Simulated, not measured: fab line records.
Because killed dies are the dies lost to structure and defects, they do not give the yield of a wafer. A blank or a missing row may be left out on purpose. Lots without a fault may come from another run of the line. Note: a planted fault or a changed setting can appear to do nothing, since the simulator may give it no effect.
fab line records	flow nandHarc
record: lots: 13	wafers: 39	lastDay: 35
route steps=1302 shown P_GATE@158 P_CONTACT@232 END@1302
lots untouched by any fault: they come from a run of this same line in which no faults occurred
startH: start of the lot's first displayed wafer, in hours after the record's first day	waitH: hours since the lot's step before	" repeats the value in the row above	L1.1+2: a row that stands for several wafers	- no value, or no start was given	* or withheld: withheld	< > ~ a bound
route shown NAME@n: a module of which the file shows steps, and the number in the route of the first	usual: the fault-free wafers' mean and standard deviation	same: alike in all rows	chamber/n: place in a boat	sites: per-site readings	_std_site: standard deviation across them	_edge_site: the outer-site mean with the inner-site mean subtracted	radiusMm: for every site, how far away it sits from the centre of the wafer	mask NAME#n: copy n	behind: the most recent tool/chamber to have shaped the wafer	hold: cause of the lot's hold/its duration in hours/its outcome	device: transistor that didn't switch, given as n, p or np	end of line: tests run on the same wafers once the route is complete	step lacking rows: just its recipe	killed: the dies lost at the first sort to structure and to defects; this is not the yield of the wafer	map: dies across one wafer; x = killed, . = not, _ = none there
set.NAME: the run value of the setting; set.NAME@STEP: its run value at that earlier step	model.NAME: the simulator's own value behind a step, which no gauge read
one table for each step of the route and one row for each wafer, over a sample of lots
services: the hour from which a tool's chamber was out of use, counted from the record's first day as startH (under 0 if before that day), plus the number of hours and why
== steps ==
step: NHARC_P_GATE_PRECLEAN_97
recipe: timeS: 600	tempC: 120	chemistry: SPM
lot.wafer	tool	chamber	startH	waitH
L720.2+6+5	wetBench-05	3,4,6	109.02	-
L722.5+4+2	wetBench-06	5,6,7	125.19	-
L724.2+1+3	wetBench-06	1,2,6	146.36	-
L726.5+2+1	wetBench-05	3,5,6	170.93	-
L727.5+4+1	wetBench-05	3,4,5	175.18	-
L728.2+6+1	wetBench-05	2,4,5	199.02	-
L729.2+5+6	wetBench-06	1,2,4	202.78	-
L730.6+2+4	wetBench-05	0,1,2	211.19	0.1
L737.5+1+4	wetBench-06	1,3,5	277.91	-
L738.5+1+3	wetBench-05	7,0,1	297.50	-
L741.5+3+6	wetBench-01	3,6,7	323.78	-
L742.5+3+2	wetBench-06	1,2,4	324.11	-
L743.3+4+2	wetBench-01	3,5,7	340.28	-
step: NHARC_P_GATE_STRIP_76
recipe: powerW: 1500	tempC: 250	chemistry: O2
usual: drypumpMotorCurrentA: 5.5/0.53	heaterPowerW: 348/15
lot.wafer	tool	chamber	startH	waitH	drypumpMotorCurrentA	heaterPowerW	rfHoursCounterH
L720.2	plasmaAsher-01	0	112.40	0.2	5.7	339	24
L720.6	"	0	"	"	5.7	337	-
L720.5	"	1	"	"	6.1	346	-
L722.2	plasmaAsher-02	0	128.61	0.2	4.8	356	8
L722.4	"	0	"	"	4.8	359	-
L722.5	"	1	"	"	5.2	318	-
L724.1	plasmaAsher-02	1	149.90	0.2	5.2	321	12
L724.2	"	0	"	"	4.8	358	12
L724.3	"	0	"	"	4.8	354	-
L726.2	plasmaAsher-02	1	174.30	0.2	5.2	324	19
L726.1	"	0	"	"	4.8	362	19
L726.5	"	1	"	"	5.2	320	-
L727.1	plasmaAsher-02	1	178.57	0.2	5.2	324	21
L727.4	"	1	"	"	5.2	324	-
L727.5	"	0	"	"	4.8	359	-
L728.2	plasmaAsher-02	0	202.25	0.2	4.8	360	24
L728.1	"	1	"	"	5.2	324	24
L728.6	"	0	"	"	4.8	361	-
L729.2	plasmaAsher-01	1	206.07	0.2	6.2	370	6
L729.5	"	1	"	"	6.2	365	-
L729.6	"	0	"	"	5.7	332	-
L730.2	plasmaAsher-01	1	214.56	0.2	6.2	365	7
L730.4	"	1	"	"	6.2	368	-
L730.6	"	1	"	"	6.2	360	-
L737.1	plasmaAsher-01	0	281.14	0.2	5.7	336	24
L737.4	"	1	"	"	6.2	364	-
L737.5	"	1	"	"	6.2	362	-
L738.1	plasmaAsher-01	1	300.77	0.2	6.2	363	26
L738.3	"	1	"	"	6.2	368	-
L738.5	"	0	"	"	5.7	336	-
L741.3	plasmaAsher-02	1	327.17	0.2	5.2	351	-
L741.6	"	1	"	"	5.2	342	-
L741.5	"	0	"	"	4.8	351	-
L742.2	plasmaAsher-01	1	327.48	0.2	6.2	365	33
L742.3	"	0	"	"	5.7	331	-
L742.5	"	0	"	"	5.7	339	-
L743.2	plasmaAsher-02	0	343.45	0.2	4.8	357	18
L743.3	"	1	"	"	5.2	358	-
L743.4	"	0	"	"	4.8	350	-
step: NHARC_P_GATE_STRIP_113
recipe: powerW: 1500	tempC: 110	timeS: 740	chemistry: N2/H2
usual: drypumpMotorCurrentA: 5.3/0.52	heaterPowerW: 93/4
lot.wafer	tool	chamber	startH	waitH	drypumpMotorCurrentA	heaterPowerW	rfHoursCounterH
L720.2	plasmaAsher-01	1	113.87	0.2	6.2	96	24
L720.6	"	1	"	"	6.1	95	-
L720.5	"	0	"	"	5.7	91	-
L722.2	plasmaAsher-02	0	130.17	0.3	4.7	97	8
L722.4	"	0	"	"	4.8	97	-
L722.5	"	1	"	"	5.2	87	-
L724.1	plasmaAsher-02	1	151.38	0.2	5.2	85	13
L724.2	"	0	"	"	4.8	96	13
L724.3	"	1	"	"	5.2	87	-
L726.2	plasmaAsher-02	1	175.68	0.2	5.2	87	20
L726.1	"	0	"	"	4.8	98	20
L726.5	"	1	"	"	5.2	86	-
L727.1	plasmaAsher-01	0	180.00	0.3	5.7	89	1
L727.4	"	0	"	"	5.7	91	-
L727.5	"	1	"	"	6.1	97	-
L728.2	plasmaAsher-01	1	203.57	0.2	6.2	96	5
L728.1	"	0	"	"	5.7	89	5
L728.6	"	1	"	"	6.2	97	-
L729.2	plasmaAsher-02	1	207.63	0.3	5.2	85	25
L729.6	"	0	"	"	4.8	98	-
L729.5	"	1	"	"	5.2	87	-
L730.2	plasmaAsher-02	1	216.03	0.2	5.2	88	27
L730.4	"	0	"	"	4.8	94	-
L730.6	"	1	"	"	5.2	86	-
L737.1	plasmaAsher-02	1	282.58	0.3	5.2	96	5
L737.4	"	0	"	"	4.8	93	-
L737.5	"	1	"	"	5.2	95	-
L738.1	plasmaAsher-02	1	302.22	0.3	5.2	94	9
L738.3	"	1	"	"	5.2	95	-
L738.5	"	1	"	"	5.2	92	-
L741.3	plasmaAsher-02	1	328.83	0.4	5.2	95	-
L741.6	"	1	"	"	5.2	97	-
L741.5	"	0	"	"	4.8	97	-
L742.2	plasmaAsher-01	1	328.92	0.2	6.2	97	33
L742.3	"	0	"	"	5.7	89	-
L742.5	"	0	"	"	5.7	87	-
L743.2	plasmaAsher-02	1	344.76	0.2	5.2	92	20
L743.4	"	1	"	"	5.2	94	-
L743.3	"	0	"	"	4.8	93	-
step: NHARC_P_GATE_INSPECT_68
usual: rawDefectCount: 230/120
lot.wafer	tool	chamber	startH	waitH	rawDefectCount
L720.2	defectInspect-02	-	116.43	0.1	120
L720.5	"	-	"	"	134
L720.6	"	-	"	"	170
L722.2	defectInspect-02	-	132.62	0.1	254
L722.4	"	-	"	"	187
L722.5	"	-	"	"	113
L724.1	defectInspect-01	-	153.91	0.2	230
L724.2	"	-	"	"	190
L724.3	"	-	"	"	304
L726.1	defectInspect-01	-	178.21	0.2	164
L726.2	"	-	"	"	145
L726.5	"	-	"	"	203
L727.1	defectInspect-02	-	182.41	0.2	87
L727.4	"	-	"	"	98
L727.5	"	-	"	"	144
L728.1	defectInspect-02	-	206.12	0.2	695
L728.2	"	-	"	"	776
L728.6	"	-	"	"	696
L729.2	defectInspect-02	-	210.05	0.1	258
L729.5	"	-	"	"	150
L729.6	"	-	"	"	227
L730.2	defectInspect-01	-	218.72	0.1	593
L730.4	"	-	"	"	657
L730.6	"	-	"	"	624
L737.1	defectInspect-02	-	284.99	0.2	191
L737.4	"	-	"	"	157
L737.5	"	-	"	"	217
L738.1	defectInspect-02	-	304.63	0.2	302
L738.3	"	-	"	"	204
L738.5	"	-	"	"	206
L741.3	defectInspect-02	-	331.14	0.1	150
L741.5	"	-	"	"	398
L741.6	"	-	"	"	203
L742.2	defectInspect-02	-	331.48	0.1	276
L742.3	"	-	"	"	626
L742.5	"	-	"	"	216
L743.2	defectInspect-01	-	347.42	0.1	177
L743.3	"	-	"	"	206
L743.4	"	-	"	"	159
step: NHARC_P_CONTACT_CD_MEAS_12
recipe: targetCdNm: 90	landingEnergyEv: 500
usual: cdNm: 90.1/0.58
lot.wafer	tool	chamber	startH	waitH	cdNm
L720.2	cdSem-01	0	117.94	-	90.3
L720.5	"	0	"	"	91.1
L720.6	"	0	"	"	90.1
L722.2	cdSem-03	0	134.28	-	90.5
L722.4	"	0	"	"	89.7
L722.5	"	0	"	"	90.8
L724.1	cdSem-03	0	155.52	-	89.8
L724.2	"	0	"	"	89.6
L724.3	"	0	"	"	89.8
L726.1	cdSem-02	0	179.83	-	89.2
L726.2	"	0	"	"	89.6
L726.5	"	0	"	"	90.3
L727.1	cdSem-01	0	184.31	-	90.5
L727.4	"	0	"	"	89.8
L727.5	"	0	"	"	90.1
L728.1	cdSem-03	0	207.74	-	89.7
L728.2	"	0	"	"	89.9
L728.6	"	0	"	"	89.1
L729.2	cdSem-01	0	211.67	-	90.1
L729.5	"	0	"	"	90.3
L729.6	"	0	"	"	90.3
L730.2	cdSem-03	0	220.34	-	89.3
L730.4	"	0	"	"	90.6
L730.6	"	0	"	"	90.5
L737.1	cdSem-03	0	286.61	-	90.3
L737.4	"	0	"	"	90.5
L737.5	"	0	"	"	90.2
L738.1	cdSem-03	0	306.23	-	89.9
L738.3	"	0	"	"	89.6
L738.5	"	0	"	"	90.9
L741.3	cdSem-01	0	333.17	-	90.5
L741.5	"	0	"	"	90.6
L741.6	"	0	"	"	90.5
L742.2	cdSem-03	0	333.35	-	89.6
L742.3	"	0	"	"	89.7
L742.5	"	0	"	"	90.6
L743.2	cdSem-03	0	349.03	-	90.9
L743.3	"	0	"	"	90.0
L743.4	"	0	"	"	90.2
step: NHARC_END_SORT_01
recipe: tempC: 25
usual: killedAtArray: 62/22	killedAtOther: 1.0/1.4	killedAtPeriphery: 4.2/2.8	killedDies: 67/23	killedOpen: 3.1/1.7	killedShort: 2.1/1.5
same: grossDies: 677
lot.wafer	tool	chamber	startH	waitH	killedAtArray	killedAtOther	killedAtPeriphery	killedDies	killedOpen	killedShort
L728.1	prober-02	0	653.89	2.5	63	0	77	140	6	5
L728.2	prober-02	0	654.69	2.8	76	0	80	156	1	2
L728.6	prober-02	0	657.88	4.0	74	1	74	149	3	1
L729.2	prober-01	0	654.69	2.8	35	2	1	38	0	0
L729.5	prober-01	0	657.10	3.7	38	3	3	44	0	1
L729.6	prober-01	0	657.91	4.0	42	4	1	47	2	1
L730.2	prober-02	0	662.44	2.8	74	1	80	155	4	5
L730.4	prober-02	0	664.05	3.4	71	0	81	152	4	4
L730.6	prober-02	0	665.66	4.0	40	0	81	121	2	1
killed by level:class
L728.1 P_GATE:unspecified=73 A_SLIT:chamberFilmFlake=28 A_CHANNEL_HOLE_D1:chamberFilmFlake=15 A_CHANNEL_HOLE_D2:chamberFilmFlake=6 A_CONTACT:chamberFilmFlake=3 A_WL_FILL:geometricParticle:open=2 P_GATE:geometricParticle:open=1 P_CONTACT:geometricParticle:open=1
L729.2 A_CHANNEL_HOLE_D2:chamberFilmFlake=20 A_CHANNEL_HOLE_D1:chamberFilmFlake=5 A_SGD_CUT:chamberFilmFlake=4 A_SLIT:chamberFilmFlake=2 A_WL_FILL:chamberFilmFlake=2 THIN_TSV:chamberFilmFlake=2 P_STI:chamberFilmFlake=1 A_CHANNEL_FILL_D1:chamberFilmFlake=1
L728.2 P_GATE:unspecified=78 A_CHANNEL_HOLE_D1:chamberFilmFlake=30 A_SLIT:chamberFilmFlake=23 A_CHANNEL_HOLE_D2:chamberFilmFlake=12 A_CONTACT:chamberFilmFlake=3 P_ZERO_WELL:chamberFilmFlake=2 A_WL_FILL:chamberFilmFlake=2 A_CHANNEL_FILL_D1:geometricParticle:short=1
L729.5 A_CHANNEL_HOLE_D2:chamberFilmFlake=17 A_SGD_CUT:chamberFilmFlake=11 A_CONTACT:chamberFilmFlake=5 A_CHANNEL_HOLE_D1:chamberFilmFlake=4 THIN_TSV:chamberFilmFlake=3 P_M0:geometricParticle:short=1 P_ZERO_WELL:chamberFilmFlake=1 P_STI:chamberFilmFlake=1
L728.6 P_GATE:unspecified=72 A_CHANNEL_HOLE_D1:chamberFilmFlake=31 A_SLIT:chamberFilmFlake=28 A_CHANNEL_HOLE_D2:chamberFilmFlake=10 A_CONTACT:chamberFilmFlake=2 P_CONTACT:geometricParticle:open=1 A_DECK1_JOINT:geometricParticle:open=1 A_CHANNEL_HOLE_D2:geometricParticle:short=1
L729.6 A_CHANNEL_HOLE_D2:chamberFilmFlake=23 A_CONTACT:chamberFilmFlake=5 A_CHANNEL_HOLE_D1:chamberFilmFlake=4 A_SGD_CUT:chamberFilmFlake=4 THIN_TSV:chamberFilmFlake=4 A_SLIT:chamberFilmFlake=2 P_CONTACT:geometricParticle:open=1 A_DECK1_JOINT:geometricParticle:short=1
L730.2 P_GATE:unspecified=76 A_CHANNEL_HOLE_D1:chamberFilmFlake=35 A_CHANNEL_HOLE_D2:chamberFilmFlake=18 A_CONTACT:chamberFilmFlake=4 P_M2:chamberFilmFlake=3 A_SLIT:chamberFilmFlake=3 A_CHANNEL_FILL_D1:geometricParticle:short=2 A_M0:geometricParticle:open=2
L730.4 P_GATE:unspecified=75 A_CHANNEL_HOLE_D1:chamberFilmFlake=34 A_CHANNEL_HOLE_D2:chamberFilmFlake=22 A_CONTACT:chamberFilmFlake=4 A_DECK1_JOINT:chamberFilmFlake=3 A_WL_FILL:geometricParticle:short=2 P_STI:chamberFilmFlake=2 P_M2:chamberFilmFlake=2
L730.6 P_GATE:unspecified=77 A_CHANNEL_HOLE_D2:chamberFilmFlake=19 A_CHANNEL_HOLE_D1:chamberFilmFlake=15 P_M2:chamberFilmFlake=3 A_DECK1_JOINT:chamberFilmFlake=2 P_STI:geometricParticle:short=1 A_CHANNEL_FILL_D2:geometricParticle:open=1 A_WL_FILL:geometricParticle:open=1
== services ==
tool	chamber	startH	hours	kind
wetBench-05	0	92.80	-	consumableReplace:bath
wetBench-05	0	92.80	-	consumableReplace:filter
wetBench-05	1	92.80	-	consumableReplace:bath
wetBench-05	1	92.80	-	consumableReplace:filter
wetBench-01	-	101.62	8.0	pm
plasmaAsher-01	-	165.53	9.0	pm
plasmaAsher-01	0	165.53	9.0	ventCycle
plasmaAsher-01	1	165.53	9.0	ventCycle
plasmaAsher-01	0	174.53	-	clean
plasmaAsher-01	1	174.53	-	clean
wetBench-06	-	208.49	8.0	pm
plasmaAsher-01	-	220.77	3.8	repair
plasmaAsher-02	-	249.00	9.0	pm
plasmaAsher-02	0	249.00	9.0	ventCycle
plasmaAsher-02	1	249.00	9.0	ventCycle
plasmaAsher-02	0	258.00	-	clean
plasmaAsher-02	1	258.00	-	clean
wetBench-05	-	260.80	8.0	pm
wetBench-01	-	277.62	8.0	pm
plasmaAsher-01	-	291.09	1.2	repair
wetBench-01	-	321.35	1.7	repair
plasmaAsher-01	-	342.73	9.0	pm
plasmaAsher-01	0	342.73	9.0	ventCycle
plasmaAsher-01	1	342.73	9.0	ventCycle
== key ==
firstSign: step: NHARC_P_GATE_INSPECT_68	reading: rawDefectCount	direction: up	sigmas: 3.8	usual: 230	struck: 674
effect: step: NHARC_END_SORT_01	reading: killedAtPeriphery	direction: up	sigmas: 27	usual: 4.2	struck: 78.8
moreKillsBornAt: NHARC_P_GATE_PRECLEAN_97@wetBench-05: 451
metAt NHARC_P_GATE_PRECLEAN_97
struckLots L728,L730
testerLeftOut L728,L730
notActingAt NHARC_P_GATE_STRIP_76,NHARC_P_GATE_STRIP_113,NHARC_P_CONTACT_CD_MEAS_12
onsetBetween 175.18 199.02
fault: kind: chamberParticleSource	tool: wetBench-05	chamber: -	onsetH: 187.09	steps: NHARC_P_GATE_PRECLEAN_97	ratePerVisitCm2: 0.68799	endH: 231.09
testerLeftOut: of these lots the tester's yield and bins aren't shown, on N5 and GAA mostly nor the transistor test; their killed dies are dies lost to structure and defects alone, not to doping, threshold or leakage, so they don't give the yield
